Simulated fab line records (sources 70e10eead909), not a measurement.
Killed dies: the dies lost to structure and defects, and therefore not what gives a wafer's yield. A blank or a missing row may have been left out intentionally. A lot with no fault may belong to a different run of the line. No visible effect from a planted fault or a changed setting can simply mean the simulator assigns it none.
The tool behind it: which one? ; flow nand_harc ; 11 lots, 33 wafers sampled, at 5 steps of a route of 1159

WHAT EACH GAUGE READ, for each wafer
NHARC_P_M2_CD_MEAS_09: the cd target is 170 nm.
lot;measured;on;cd_nm (nm)
L122;day 6 08:11;cd_sem-01;170.0 171.0 170.2
L124;day 6 18:05;cd_sem-02;168.8 168.9 169.1
L125;day 6 19:07;cd_sem-01;170.5 169.6 171.0
L126;day 7 04:50;cd_sem-01;169.9 170.7 170.0
L127;day 7 11:14;cd_sem-03;169.6 170.0 169.4
L128;day 7 16:55;cd_sem-02;169.9 169.8 170.7
L129;day 7 20:18;cd_sem-03;171.2 171.1 170.6
L130;day 8 05:10;cd_sem-02;169.2 169.1 169.9
L132;day 9 02:14;cd_sem-01;171.1 169.9 170.8
L142;day 11 03:50;cd_sem-03;186.6 185.6 186.2
L145;day 12 03:42;cd_sem-03;183.2 183.4 183.4

EACH LOT AND THE TOOL THAT RAN IT (in order: tool; ch and the chambers of the sampled wafers; start)
lot;NHARC_P_M1_DESCUM_14;NHARC_P_M1_PRE_CLEAN_30;NHARC_P_M1_DEP_33;NHARC_P_M2_EXPOSE_06
L122;rie_diel-05 ch 0,2,3, day 6 04:05;pvd_sputter-02, day 6 06:59 or earlier;pecvd-03 ch 0,1,2, day 6 06:59;arfi_scanner-01 ch 0, day 6 08:03
L124;rie_diel-07 ch 1,2, day 6 13:56;pvd_sputter-02, day 6 16:44 or earlier;pecvd-03 ch 0,1,2, day 6 16:44;arfi_scanner-02 ch 0, day 6 17:56
L125;rie_diel-07 ch 0,2,3, day 6 14:57;pvd_sputter-02, day 6 17:48 or earlier;pecvd-04 ch 0,2, day 6 17:48;arfi_scanner-01 ch 0, day 6 18:58
L126;rie_diel-11 ch 0,1, day 7 00:50;pvd_sputter-01, day 7 03:37 or earlier;pecvd-02 ch 1,2, day 7 03:37;arfi_scanner-01 ch 0, day 7 04:41
L127;rie_diel-05 ch 1,3, day 7 06:49;pvd_sputter-01, day 7 10:02 or earlier;pecvd-03 ch 0,2, day 7 10:02;arfi_scanner-01 ch 0, day 7 11:05
L128;rie_diel-11 ch 0,3, day 7 12:47;pvd_sputter-02, day 7 15:31 or earlier;pecvd-03 ch 0,1, day 7 15:31;arfi_scanner-02 ch 0, day 7 16:46
L129;rie_diel-11 ch 0,2,3, day 7 16:00;pvd_sputter-02, day 7 18:47 or earlier;pecvd-03 ch 0,1,2, day 7 18:47;arfi_scanner-01 ch 0, day 7 20:10
L130;rie_diel-07 ch 0,1,3, day 8 00:50;pvd_sputter-03, day 8 03:41 or earlier;pecvd-04 ch 0,2, day 8 03:41;arfi_scanner-03 ch 0, day 8 05:01
L132;rie_diel-07 ch 0,1, day 8 22:17;pvd_sputter-01, day 9 01:04 or earlier;pecvd-02 ch 1,2, day 9 01:04;arfi_scanner-03 ch 0, day 9 02:06
L142;rie_diel-07 ch 1,2, day 10 23:38;pvd_sputter-03, day 11 02:40 or earlier;pecvd-02 ch 0,1,2, day 11 02:40;arfi_scanner-03 ch 0, day 11 03:42
L145;rie_diel-11 ch 0,3, day 11 23:34;pvd_sputter-03, day 12 02:28 or earlier;pecvd-03 ch 0,1,2, day 12 02:28;arfi_scanner-03 ch 0, day 12 03:34
- NHARC_P_M1_DESCUM_14: chemistry O2, time 3 s.
- NHARC_P_M1_PRE_CLEAN_30: time 30 s.
- NHARC_P_M1_DEP_33: deposits SiCN, target thk 30 nm.
- NHARC_P_M2_EXPOSE_06: exposes mask P M2, target cd 170 nm.

THE ANSWER, worked out from the rows above alone
Rule: usual is defined by the lots themselves. Put in order of their means at a reading, lots are off if they are a third of the lots or fewer, leave a main group of 4 or more, and stand apart from it by a gap of 3 or more times the standard deviation of the main group's means; of several such gaps the widest counts. The tables above print the reading to a certain number of digits; a main group whose means all agree to those digits is not used. Also off: a lot with no number at a reading for which 4 or more lots have one. The other lots that the step has rows for count as sound.
Off: L142, L145, at NHARC_P_M2_CD_MEAS_09 (cd_nm). The main group has a mean of 170.1 nm with a standard deviation of 0.6.
If a tool, at a process step before that reading, ran all the lots that are off and no sound lot after the first of them, it fits. The gauges at NHARC_P_M2_CD_MEAS_09 are tried like those tools. NHARC_P_M1_PRE_CLEAN_30 gives no start for some lots, so the hours and the order of its lots are those of NHARC_P_M1_DEP_33. Can't be told from this: 3 tools fit, pvd_sputter-03 at NHARC_P_M1_PRE_CLEAN_30, arfi_scanner-03 at NHARC_P_M2_EXPOSE_06, cd_sem-03 at NHARC_P_M2_CD_MEAS_09.

WHAT THE SIMULATOR HAD PUT IN
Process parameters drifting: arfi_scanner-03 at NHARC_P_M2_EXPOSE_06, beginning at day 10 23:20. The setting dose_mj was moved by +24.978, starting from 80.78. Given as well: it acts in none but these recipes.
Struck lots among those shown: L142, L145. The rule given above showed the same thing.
